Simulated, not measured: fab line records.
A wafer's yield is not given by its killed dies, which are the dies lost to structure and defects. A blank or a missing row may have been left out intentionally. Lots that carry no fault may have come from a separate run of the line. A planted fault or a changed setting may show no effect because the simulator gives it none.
Matching of chambers :: flow n5-finfet :: 3 sister chambers for N5_BEOL_M6_PECVD_70 on pecvd-02
The step deposits SiO2 from TEOS/O2, target thk 20 nm, time 22.7 s. 3 wafers are shown with their chamber, then 8 later ones without.

## WAFERS WITH THEIR CHAMBER
wafer: L081.1
chamber: 0
throttle-valve-pct (%): 23.4

wafer: L083.4
chamber: 2
throttle-valve-pct (%): 19.9

wafer: L089.3
chamber: 1
throttle-valve-pct (%): 22.1

## WAFERS WITHOUT THEIR CHAMBER
wafer: L089.4
throttle-valve-pct (%): 23.3

wafer: L089.6
throttle-valve-pct (%): 20.1

wafer: L090.2
throttle-valve-pct (%): 22.2

wafer: L090.4
throttle-valve-pct (%): 20.0

wafer: L090.6
throttle-valve-pct (%): 23.2

wafer: L095.2
throttle-valve-pct (%): 20.6

wafer: L095.3
throttle-valve-pct (%): 22.4

wafer: L095.5
throttle-valve-pct (%): 20.1

## EACH ONE'S CHAMBER
wafer: L089.4
from the rows above: 0
in truth: 0

wafer: L089.6
from the rows above: 2
in truth: 2

wafer: L090.2
from the rows above: 1
in truth: 1

wafer: L090.4
from the rows above: 2
in truth: 2

wafer: L090.6
from the rows above: 0
in truth: 0

wafer: L095.2
from the rows above: 2
in truth: 2

wafer: L095.3
from the rows above: 1
in truth: 1

wafer: L095.5
from the rows above: 2
in truth: 2
8 of 8 placed correctly. From these rows, 0 cannot be placed. 0 placed wrongly.
How it was worked out, from the rows above alone: a wafer's distance from a chamber is the root of the sum, over the readings, of the square of ((its reading less the chamber's mean) divided by the reading's scatter). If the next closest chamber is less than 2 further off than the closest, the wafer can't be placed; otherwise it belongs to the closest. A chamber's mean is the mean of its shown wafers. The scatter: with one shown wafer a chamber, the root of the mean of the squares of how far each hidden wafer lies from its nearest shown one.
